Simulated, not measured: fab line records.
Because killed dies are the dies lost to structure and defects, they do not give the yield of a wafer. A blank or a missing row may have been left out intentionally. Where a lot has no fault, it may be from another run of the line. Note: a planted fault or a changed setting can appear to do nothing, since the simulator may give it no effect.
fab line records	flow nand_harc
[record] lots = 6	wafers = 18	last_day = 34
route steps=1302 shown A_CONTACT@1001 END@1302
lots that met no fault: from a run of the same line without faults
start_h: start of the lot's first displayed wafer, in hours after the record's first day	wait_h: hours since the lot's step before	" unchanged from the row above	L1.1+2: one row covering several wafers at once	- no value, or no start given	* or withheld: withheld	< > ~ a bound
route shown NAME@n: names a module that has steps shown in the file, with the first one's number in the route	usual: average and standard deviation across the fault-free wafers	same: alike in all rows	chamber/n: place in a boat	sites: readings site by site	_std_site: the values' standard deviation	_edge_site: outer sites' mean less inner sites'	radius_mm: how far each site lies from the wafer's centre	mask NAME#n: copy n	behind: tool/chamber where the wafer was last shaped	hold: cause of the lot's hold/its duration in hours/its outcome	device: the transistor (n, p or np) that didn't switch	end of line: at the end of the route, the tests of the same wafers	where a step has no rows: the recipe by itself	killed: dies lost to structure and defects at the first sort, not the wafer's yield	map: the dies of a wafer, with x for killed, . for not killed, _ for no die there
set.NAME: the setting that was run; set.NAME@STEP: the one run at that earlier step	model.NAME: the simulator's own value behind a step, which no gauge read
certain route steps with their lots: each step a table, each wafer a row
services: the hour from which a tool's chamber was out of use, counted from the record's first day as start_h (under 0 if before that day), plus the number of hours and why
[[steps]]
[step NHARC_A_CONTACT_ETCH_48]
[recipe] target_depth_a = 390	over_etch_frac = 0.3	time_s = 65	ion_energy_ev = 80	cf4_flow_sccm = 150	ar_flow_sccm = 0	rf_w = 300	bias_w = 100	chemistry = CF4
[step NHARC_A_CONTACT_ETCH_49]
[recipe] target_depth_a = 2600	over_etch_frac = 0.3	time_s = 475.3	ion_energy_ev = 200	n2_flow_sccm = 150	h2_flow_sccm = 150	ar_flow_sccm = 0	rf_w = 400	bias_w = 150	chemistry = N2/H2
[step NHARC_A_CONTACT_ETCH_50]
[recipe] target_depth_a = 1210	time_s = 60.5	cf4_flow_sccm = 100	chf3_flow_sccm = 30	ar_flow_sccm = 0	rf_w = 500	bias_w = 200	chemistry = CF4/CHF3
[step NHARC_A_CONTACT_ETCH_51]
[recipe] target_depth_a = 70000	over_etch_frac = 0.3	time_s = 1820	ion_energy_ev = 150	o2_flow_sccm = 400	cos_flow_sccm = 20	ar_flow_sccm = 0	rf_w = 500	bias_w = 300	chemistry = O2/COS
[step NHARC_A_CONTACT_ETCH_111]
[recipe] source_w = withheld	pressure_mtorr = 20	bias_v = withheld	time_s = 140	target_depth_a = 7000	ar_flow_sccm = withheld	c4f8_flow_sccm = withheld	o2_flow_sccm = withheld	chemistry = C4F8/O2/Ar
[step NHARC_A_CONTACT_ETCH_112]
[recipe] source_w = withheld	pressure_mtorr = 20	bias_v = 3000	time_s = 190	target_depth_a = 18500	ar_flow_sccm = withheld	c4f8_flow_sccm = withheld	o2_flow_sccm = withheld	chemistry = C4F8/O2/Ar
[step NHARC_A_CONTACT_ETCH_113]
[recipe] source_w = withheld	pressure_mtorr = 20	bias_v = 3000	time_s = 190	target_depth_a = 18500	ar_flow_sccm = withheld	c4f8_flow_sccm = withheld	o2_flow_sccm = withheld	chemistry = C4F8/O2/Ar
[step NHARC_A_CONTACT_ETCH_114]
[recipe] source_w = withheld	pressure_mtorr = 20	bias_v = 3000	time_s = 190	target_depth_a = 18500	ar_flow_sccm = withheld	c4f8_flow_sccm = withheld	o2_flow_sccm = withheld	chemistry = C4F8/O2/Ar
lot.wafer	tool	chamber	start_h	wait_h	rf_hours_counter_h
L267.2	har_cap_etch-02	0	519.80	0.1	89
L267.4	"	0	"	"	-
L267.6	"	0	"	"	-
L272.3	har_cap_etch-02	1	589.52	0.1	-
L272.4	"	0	"	"	-
L272.5	"	1	"	"	-
L274.2	har_cap_etch-02	1	596.92	0.1	102
L274.4	"	0	"	"	-
L274.5	"	1	"	"	-
L275.3	har_cap_etch-02	1	616.44	0.1	-
L275.4	"	0	"	"	-
L275.6	"	1	"	"	-
L283.2	har_cap_etch-02	0	713.48	0.1	122
L283.3	"	1	"	"	-
L283.5	"	1	"	"	-
L287.2	har_cap_etch-01	1	730.42	0.1	35
L287.3	"	1	"	"	-
L287.6	"	0	"	"	-
[step NHARC_A_CONTACT_ETCH_115]
[recipe] source_w = withheld	pressure_mtorr = 20	bias_v = 3000	time_s = 190	target_depth_a = 18500	ar_flow_sccm = withheld	c4f8_flow_sccm = withheld	o2_flow_sccm = withheld	chemistry = C4F8/O2/Ar
[step NHARC_A_CONTACT_ETCH_116]
[recipe] source_w = withheld	pressure_mtorr = 20	bias_v = 3000	time_s = 190	target_depth_a = 18500	ar_flow_sccm = withheld	c4f8_flow_sccm = withheld	o2_flow_sccm = withheld	chemistry = C4F8/O2/Ar
[step NHARC_A_CONTACT_ETCH_117]
[recipe] source_w = withheld	pressure_mtorr = 20	bias_v = 3000	time_s = 190	target_depth_a = 18500	ar_flow_sccm = withheld	c4f8_flow_sccm = withheld	o2_flow_sccm = withheld	chemistry = C4F8/O2/Ar
lot.wafer	tool	chamber	start_h	wait_h	rf_hours_counter_h
L267.2	har_cap_etch-02	0	520.31	0.1	90
L267.4	"	0	"	"	-
L267.6	"	0	"	"	-
L272.3	har_cap_etch-02	1	590.03	0.1	-
L272.4	"	0	"	"	-
L272.5	"	1	"	"	-
L274.2	har_cap_etch-02	1	597.43	0.1	102
L274.4	"	0	"	"	-
L274.5	"	1	"	"	-
L275.3	har_cap_etch-02	1	616.96	0.1	-
L275.4	"	0	"	"	-
L275.6	"	1	"	"	-
L283.2	har_cap_etch-02	0	713.99	0.1	123
L283.3	"	1	"	"	-
L283.5	"	1	"	"	-
L287.2	har_cap_etch-01	1	730.94	0.1	36
L287.3	"	1	"	"	-
L287.6	"	0	"	"	-
[step NHARC_A_CONTACT_ETCH_118]
[recipe] source_w = withheld	pressure_mtorr = 20	bias_v = 3000	time_s = 190	target_depth_a = 18500	ar_flow_sccm = withheld	c4f8_flow_sccm = withheld	o2_flow_sccm = withheld	chemistry = C4F8/O2/Ar
[step NHARC_A_CONTACT_ETCH_119]
[recipe] source_w = withheld	pressure_mtorr = 20	bias_v = 3000	time_s = 190	target_depth_a = 18500	ar_flow_sccm = withheld	c4f8_flow_sccm = withheld	o2_flow_sccm = withheld	chemistry = C4F8/O2/Ar
lot.wafer	tool	chamber	start_h	wait_h	rf_hours_counter_h
L267.2	har_cap_etch-02	0	520.66	0.1	90
L267.4	"	0	"	"	-
L267.6	"	0	"	"	-
L272.3	har_cap_etch-02	1	590.38	0.1	-
L272.4	"	0	"	"	-
L272.5	"	1	"	"	-
L274.2	har_cap_etch-02	1	597.77	0.1	102
L274.4	"	0	"	"	-
L274.5	"	1	"	"	-
L275.3	har_cap_etch-02	1	617.30	0.1	-
L275.4	"	0	"	"	-
L275.6	"	1	"	"	-
L283.2	har_cap_etch-02	0	714.33	0.1	123
L283.3	"	1	"	"	-
L283.5	"	1	"	"	-
L287.2	har_cap_etch-01	1	731.28	0.1	36
L287.3	"	1	"	"	-
L287.6	"	0	"	"	-
[step NHARC_A_CONTACT_ETCH_120]
[recipe] source_w = withheld	pressure_mtorr = 20	bias_v = 3000	time_s = 190	target_depth_a = 18500	ar_flow_sccm = withheld	c4f8_flow_sccm = withheld	o2_flow_sccm = withheld	chemistry = C4F8/O2/Ar
[step NHARC_A_CONTACT_ETCH_121]
[recipe] source_w = withheld	pressure_mtorr = 20	bias_v = 3000	time_s = 190	target_depth_a = 18500	ar_flow_sccm = withheld	c4f8_flow_sccm = withheld	o2_flow_sccm = withheld	chemistry = C4F8/O2/Ar
lot.wafer	tool	chamber	start_h	wait_h	rf_hours_counter_h
L267.2	har_cap_etch-02	0	521.00	0.1	90
L267.4	"	0	"	"	-
L267.6	"	0	"	"	-
L272.3	har_cap_etch-02	1	590.72	0.1	-
L272.4	"	0	"	"	-
L272.5	"	1	"	"	-
L274.2	har_cap_etch-02	1	598.11	0.1	103
L274.4	"	0	"	"	-
L274.5	"	1	"	"	-
L275.3	har_cap_etch-02	1	617.64	0.1	-
L275.4	"	0	"	"	-
L275.6	"	1	"	"	-
L283.2	har_cap_etch-02	0	714.68	0.1	123
L283.3	"	1	"	"	-
L283.5	"	1	"	"	-
L287.2	har_cap_etch-01	1	731.63	0.1	37
L287.3	"	1	"	"	-
L287.6	"	0	"	"	-
[step NHARC_A_CONTACT_ETCH_122]
[recipe] source_w = withheld	pressure_mtorr = 20	bias_v = 3000	time_s = 190	target_depth_a = 18500	ar_flow_sccm = withheld	c4f8_flow_sccm = withheld	o2_flow_sccm = withheld	chemistry = C4F8/O2/Ar
[step NHARC_A_CONTACT_ETCH_123]
[recipe] source_w = withheld	pressure_mtorr = 20	bias_v = 400	time_s = 490	target_depth_a = 21100	ar_flow_sccm = withheld	c4f8_flow_sccm = 11.5	o2_flow_sccm = 7.2	chemistry = C4F8/O2/Ar
[step NHARC_A_CONTACT_ETCH_90]
[recipe] target_depth_a = 400	over_etch_frac = 0.5	time_s = 85.7	ion_energy_ev = 120	ch3f_flow_sccm = 50	o2_flow_sccm = 30	ar_flow_sccm = 200	rf_w = 500	bias_w = 100	chemistry = CH3F/O2
[usual] ch3f_flow_sccm = 50.01/0.17	drypump_motor_current_A = 6.0/0.41	oes_product_au = 0.96/0.037	rf_vpp_V = 244.1/1.7	showerhead_plenum_p_Torr = 2.44/0.11	throttle_valve_pct = 20.663/0.0086
lot.wafer	tool	chamber	start_h	wait_h	ch3f_flow_sccm	drypump_motor_current_A	oes_product_au	rf_hours_counter_h	rf_vpp_V	showerhead_plenum_p_Torr	throttle_valve_pct
L267.2	rie_diel-04	3	522.31	0.8	50.11	6.0	0.93	56	244.3	2.38	20.644
L267.4	"	1	"	"	49.96	6.7	0.93	56	244.4	2.52	20.673
L267.6	"	2	"	"	50.15	6.3	0.94	-	242.9	2.36	20.658
L272.3	rie_diel-07	1	591.99	0.7	50.27	6.1	0.92	38	244.3	2.60	20.661
L272.4	"	3	"	"	49.80	5.1	0.92	33	243.0	2.36	20.669
L272.5	"	1	"	"	49.95	6.1	0.93	-	247.3	2.60	20.663
L274.4	rie_diel-09	1	599.44	0.6	49.99	6.4	1.01	16	244.0	2.39	20.652
L274.2	"	2	"	"	50.08	5.9	1.01	16	242.1	2.31	20.669
L274.5	"	1	"	"	50.16	6.5	1.01	-	243.7	2.39	20.673
L275.4	rie_diel-09	3	618.92	0.6	49.90	5.9	0.91	18	246.0	2.59	20.669
L275.3	"	1	"	"	50.22	6.5	0.93	19	244.2	2.39	20.659
L275.6	"	3	"	"	49.96	5.8	0.92	-	246.2	2.59	20.667
L283.2	rie_diel-09	3	715.99	0.9	50.09	5.9	0.99	5	246.4	2.58	20.663
L283.3	"	1	"	"	49.84	6.4	1.01	5	244.9	2.39	20.663
L283.5	"	3	"	"	50.02	5.9	1.00	-	247.1	2.58	20.652
L287.2	rie_diel-07	1	732.96	0.9	50.05	6.1	1.01	30	246.6	2.58	20.651
L287.3	"	2	"	"	49.78	6.5	1.00	16	244.4	2.44	20.669
L287.6	"	0	"	"	49.84	6.0	1.01	-	245.2	2.46	20.662
[step NHARC_A_CONTACT_ETCH_96]
[recipe] target_depth_a = 200	over_etch_frac = 0.5	time_s = 10	ion_energy_ev = 250	c4f6_flow_sccm = 25	o2_flow_sccm = 20	ar_flow_sccm = 500	rf_w = 600	bias_w = 500	chemistry = C4F6/O2
[step NHARC_A_CONTACT_CD_MEAS_53]
[usual] cd_nm = 289.5/0.66
lot.wafer	tool	chamber	start_h	wait_h	cd_nm
L267.2	cd_sem-03	-	522.53	-	290.5
L267.4	"	-	"	"	289.6
L267.6	"	-	"	"	289.8
L272.3	cd_sem-03	-	592.20	-	288.5
L272.4	"	-	"	"	288.2
L272.5	"	-	"	"	288.2
L274.2	cd_sem-02	-	599.66	-	289.3
L274.4	"	-	"	"	288.9
L274.5	"	-	"	"	289.3
L275.3	cd_sem-03	-	619.13	-	289.6
L275.4	"	-	"	"	289.8
L275.6	"	-	"	"	289.6
L283.2	cd_sem-01	-	716.21	-	288.8
L283.3	"	-	"	"	289.4
L283.5	"	-	"	"	288.9
L287.2	cd_sem-02	-	733.17	-	289.8
L287.3	"	-	"	"	289.6
L287.6	"	-	"	"	289.9
[step NHARC_A_CONTACT_STRIP_99]
[recipe] n2_flow_sccm = 150	h2_flow_sccm = 150	ar_flow_sccm = 0	bias_w = 0	chemistry = N2/H2
[step NHARC_A_CONTACT_STRIP_100]
[recipe] cf4_flow_sccm = 100	chf3_flow_sccm = 30	ar_flow_sccm = 0	bias_w = 0	chemistry = CF4/CHF3
[step NHARC_A_CONTACT_STRIP_101]
[recipe] o2_flow_sccm = 400	cos_flow_sccm = 20	ar_flow_sccm = 0	bias_w = 0	chemistry = O2/COS
[step NHARC_A_CONTACT_ETCH_102]
[recipe] target_depth_a = 1000	overetch_a = 100	time_s = 55	ion_energy_ev = 100	cf4_flow_sccm = 80	o2_flow_sccm = 20	ar_flow_sccm = 0	rf_w = 300	bias_w = 100	chemistry = CF4/O2
[step NHARC_A_CONTACT_STRIP_55]
[recipe] o2_flow_sccm = 500	ar_flow_sccm = 0	bias_w = 0	chemistry = O2
[step NHARC_A_CONTACT_STRIP_56]
[recipe] time_s = 600	temp_c = 30	chemistry = post_etch_residue_remover
[step NHARC_A_CONTACT_DEP_57]
[recipe] target_thk_a = 53000	temp_c = 400	material = aC
[step NHARC_A_CONTACT_DEP_58]
[recipe] target_thk_a = 900	target_thk_nm = 90	temp_c = 400	pressure_torr = 3.5	flow_sccm = 200	rf_w = 350	material = SiON
[usual] heater_power_w = 749/90	showerhead_vpp_V = 1163/30
lot.wafer	tool	chamber	start_h	wait_h	heater_power_w	showerhead_vpp_V
L267.2	pecvd-02	1	526.76	2.2	744	1141
L267.4	"	0	"	"	772	1185
L267.6	"	1	"	"	756	1154
L272.3	pecvd-01	2	600.88	1.7	700	1133
L272.5	"	0	"	"	778	1182
L272.4	"	2	"	"	688	1120
L274.2	pecvd-01	2	606.00	2.2	667	1140
L274.5	"	2	"	"	653	1144
L274.4	"	1	"	"	647	1109
L275.3	pecvd-02	2	628.33	1.6	751	1120
L275.6	"	0	"	"	753	1194
L275.4	"	1	"	"	790	1155
L283.3	pecvd-04	2	721.17	1.7	665	1203
L283.2	"	0	"	"	785	1154
L283.5	"	1	"	"	708	1168
L287.2	pecvd-02	2	737.35	2.2	871	1118
L287.3	"	1	"	"	817	1147
L287.6	"	1	"	"	810	1173
[step NHARC_A_CONTACT_DEHYDRATE_59]
[recipe] temp_c = 150	time_s = 120
[step NHARC_A_CONTACT_HMDS_60]
[recipe] time_s = 30
[step NHARC_A_CONTACT_COAT_61]
[recipe] temp_c = 260	time_s = 75
[step NHARC_A_CONTACT_COAT_62]
[recipe] temp_c = 225	time_s = 65
[step NHARC_A_CONTACT_COAT_63]
[recipe] spin_rpm = 1500	resist_thk_nm = 90
[step NHARC_A_CONTACT_SOFTBAKE_64]
[recipe] temp_c = 105	time_s = 55
[step NHARC_A_CONTACT_EBR_65]
[step NHARC_A_CONTACT_EXPOSE_66]
[recipe] na = 1.35	sigma_outer = 0.8	dose_mj = 59.02	mask_id = A_CC_2
[step NHARC_A_CONTACT_PEB_67]
[recipe] peb_temp_c = 100	peb_time_s = 65
[step NHARC_A_CONTACT_DEVELOP_68]
[recipe] develop_time_s = 35	dev_temp_c = 23
[step NHARC_A_CONTACT_CD_MEAS_69]
[recipe] target_cd_nm = 300	landing_energy_ev = 500
[usual] cd_nm = 300.0/0.42
lot.wafer	tool	chamber	start_h	wait_h	cd_nm
L267.2	cd_sem-02	0	527.46	-	299.5
L267.4	"	0	"	"	299.9
L267.6	"	0	"	"	300.4
L272.3	cd_sem-01	0	601.55	-	300.2
L272.4	"	0	"	"	299.8
L272.5	"	0	"	"	300.3
L274.2	cd_sem-02	0	606.72	-	300.4
L274.4	"	0	"	"	299.9
L274.5	"	0	"	"	299.6
L275.3	cd_sem-01	0	629.05	-	299.5
L275.4	"	0	"	"	299.6
L275.6	"	0	"	"	299.3
L283.2	cd_sem-02	0	721.87	-	299.6
L283.3	"	0	"	"	300.3
L283.5	"	0	"	"	300.2
L287.2	cd_sem-02	0	738.07	-	299.4
L287.3	"	0	"	"	300.2
L287.6	"	0	"	"	299.9
[step NHARC_A_CONTACT_OVL_MEAS_70]
[usual] overlay_x_nm = 0.0/0.74	overlay_y_nm = -0.1/0.97
lot.wafer	tool	chamber	start_h	wait_h	overlay_x_nm	overlay_y_nm
L267.2	overlay-01	-	527.54	-	0.3	-1.0
L267.4	"	-	"	"	-0.2	-1.1
L267.6	"	-	"	"	0.3	-0.8
L272.3	overlay-01	-	601.63	-	-0.8	-0.9
L272.4	"	-	"	"	-0.4	-1.1
L272.5	"	-	"	"	-0.6	-0.8
L274.2	overlay-01	-	606.81	-	0.8	0.8
L274.4	"	-	"	"	1.2	1.0
L274.5	"	-	"	"	1.7	0.7
L275.3	overlay-01	-	629.13	-	0.4	-2.2
L275.4	"	-	"	"	1.3	-2.0
L275.6	"	-	"	"	0.8	-1.7
L283.2	overlay-01	-	721.95	-	0.2	-0.4
L283.3	"	-	"	"	-0.2	0.2
L283.5	"	-	"	"	0.1	-0.7
L287.2	overlay-01	-	738.16	-	-0.5	-0.9
L287.3	"	-	"	"	0.2	-1.2
L287.6	"	-	"	"	0.3	-1.2
[step NHARC_A_CONTACT_DESCUM_74]
[recipe] time_s = 3	o2_flow_sccm = 200	ar_flow_sccm = 0	bias_power_w = 0	chemistry = O2
[step NHARC_END_SORT_01]
[recipe] temp_c = 25
[usual] killed_at_array = 53/21	killed_at_other = 1.0/1.3	killed_at_periphery = 3.8/2.4	killed_dies = 58/21	killed_open = 3.4/1.9	killed_short = 2.4/1.5
[same] gross_dies = 677
lot.wafer	tool	chamber	start_h	wait_h	killed_at_array	killed_at_other	killed_at_periphery	killed_dies	killed_open	killed_short
L274.2	prober-02	0	677.83	2.8	141	1	3	145	3	0
L274.5	prober-02	0	680.24	3.7	145	0	3	148	1	5
L275.3	prober-01	0	693.12	3.1	111	0	1	112	4	0
L275.6	prober-01	0	695.51	4.0	104	0	1	105	1	2
// killed by level:class
L274.2 A_CONTACT:unspecified=91 A_CHANNEL_HOLE_D1:chamber_film_flake=33 A_SLIT:chamber_film_flake=8 P_M2:chamber_film_flake=2 A_STAIRCASE:chamber_film_flake=2 A_WL_FILL:chamber_film_flake=2 P_CONTACT:geometric_particle:open=1 A_CONTACT:geometric_particle:open=1
L274.5 A_CONTACT:unspecified=93 A_SLIT:chamber_film_flake=23 A_CHANNEL_HOLE_D1:chamber_film_flake=13 A_SGD_CUT:chamber_film_flake=3 A_WL_FILL:chamber_film_flake=3 A_CHANNEL_FILL_D2:chamber_film_flake=2 A_STAIRCASE:chamber_film_flake=2 P_GATE:geometric_particle:short=1
L275.3 A_CONTACT:unspecified=93 A_STAIRCASE:chamber_film_flake=4 A_SLIT:chamber_film_flake=3 A_CHANNEL_HOLE_D1:chamber_film_flake=3 A_ZERO_WELL:chamber_film_flake=2 A_CHANNEL_FILL_D2:chamber_film_flake=2 P_GATE:geometric_particle:open=1 A_ONON_D1:geometric_particle:open=1
L275.6 A_CONTACT:unspecified=92 A_CONTACT:chamber_film_flake=3 A_SLIT:chamber_film_flake=2 A_CHANNEL_HOLE_D1:geometric_particle:short=1 A_CHANNEL_FILL_D1:geometric_particle:short=1 A_CONTACT:geometric_particle:open=1 P_GATE:chamber_film_flake=1 A_CHANNEL_HOLE_D1:chamber_film_flake=1
// map L274.5 (x killed, . not)
____________x____________
_________...xxxx_________
_______......xxx.._______
______......xxxxx.x______
_____.......xxxx...._____
____.........xxx.....____
____.................____
___..........x.......x___
___...........x.......___
__.....................__
__.....................__
_...x.x................._
_........x.............._
_.....x................._
_......................._
_.....x...........x....._
.........................
.........................
.................x.......
.........x.x.............
.....x..xx..x............
_...x.x..x......x......._
_....xxxxxx............._
_...xxxxxx.............._
_...xxxxxxx............._
_...xxxxxxxx.......x...._
__xxxxxxxxxx...........__
__.xxxxxxxx............__
___xxxxxxxxx..........___
___xxxxxxxx.....x.....___
____xxxxxxxx......x..____
____.xxxxxx.x........____
_____xxxxxx....x...._____
______xxxxx..x.xxxx______
_______xxxx...xxxx_______
_________.....xx_________
____________.____________
// map L275.3 (x killed, . not)
____________.____________
_________....x.._________
_______......x...._______
______........x....______
_____..............._____
____.......xx........____
____.................____
___...................___
___.............x.....___
__..............x.....x__
__............x........__
_.................x..x.._
_......................._
_......................._
_......................._
_........x.............._
.........................
.........................
........x................
................x....x...
.......x.................
_......................._
_....xxxx.x............._
_...xxxxxx.............._
_...xxxxxxxx............_
_..xxxxxxxxx............_
__.xxxxxxxxx...........__
__.xxxxxxxxxx....x.....__
___xxxxxxxxx..........___
___xxxxxxxxx..........___
____xxxxxxxx.........____
____xxxxxxx..........____
_____xxxxx.x........_____
______xxxxx..x.....______
_______x.........._______
_________x.....x_________
____________.____________
[[services]]
tool	chamber	start_h	hours	kind
rie_diel-09	-	497.10	9.0	pm
har_cap_etch-01	-	497.24	17.0	pm
har_cap_etch-01	0	497.24	17.0	vent_cycle
har_cap_etch-01	1	497.24	17.0	vent_cycle
rie_diel-07	-	510.32	0.1	repair
har_cap_etch-01	0	514.24	-	clean
rie_diel-04	-	533.09	9.0	pm
rie_diel-07	0	544.77	7.0	repair
pecvd-01	0	585.41	4.2	repair
pecvd-02	-	589.26	13.0	pm
rie_diel-04	-	611.73	0.7	repair
rie_diel-09	1	624.67	4.9	repair
pecvd-04	-	633.41	13.0	pm
rie_diel-07	0	634.89	8.1	repair
pecvd-04	-	647.89	0.8	repair
rie_diel-07	-	651.93	9.0	pm
rie_diel-09	-	662.10	3.7	repair
pecvd-01	-	673.15	13.0	pm
rie_diel-09	-	674.10	9.0	pm
rie_diel-07	3	700.75	5.1	repair
rie_diel-07	2	704.29	22.1	repair
rie_diel-04	1	704.74	2.4	repair
rie_diel-04	-	710.09	9.0	pm
rie_diel-07	-	736.39	1.2	repair
[[key]]
[first_sign] step = NHARC_END_SORT_01	reading = killed_at_array	direction = up	sigmas = 3.5	usual = 53	struck = 125
[effect] step = NHARC_END_SORT_01	reading = killed_dies	direction = up	sigmas = 3.3	usual = 58	struck = 128
[more_kills_born_at] NHARC_A_CONTACT_ETCH_119@har_cap_etch-02 = 358
met_at NHARC_A_CONTACT_ETCH_119
struck_wafers L274.2,L274.5,L275.3,L275.6
tester_left_out L274,L275
onset_between 590.38 597.77
[fault] kind = chamber_particle_source	tool = har_cap_etch-02	chamber = 1	onset_h = 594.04	steps = NHARC_A_CONTACT_ETCH_119	rate_per_visit_cm2 = 1.7967	end_h = 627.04
// tester_left_out: of these lots the tester's yield and bins aren't shown, on N5 and GAA mostly nor the transistor test; their killed dies are dies lost to structure and defects alone, not to doping, threshold or leakage, so they don't give the yield
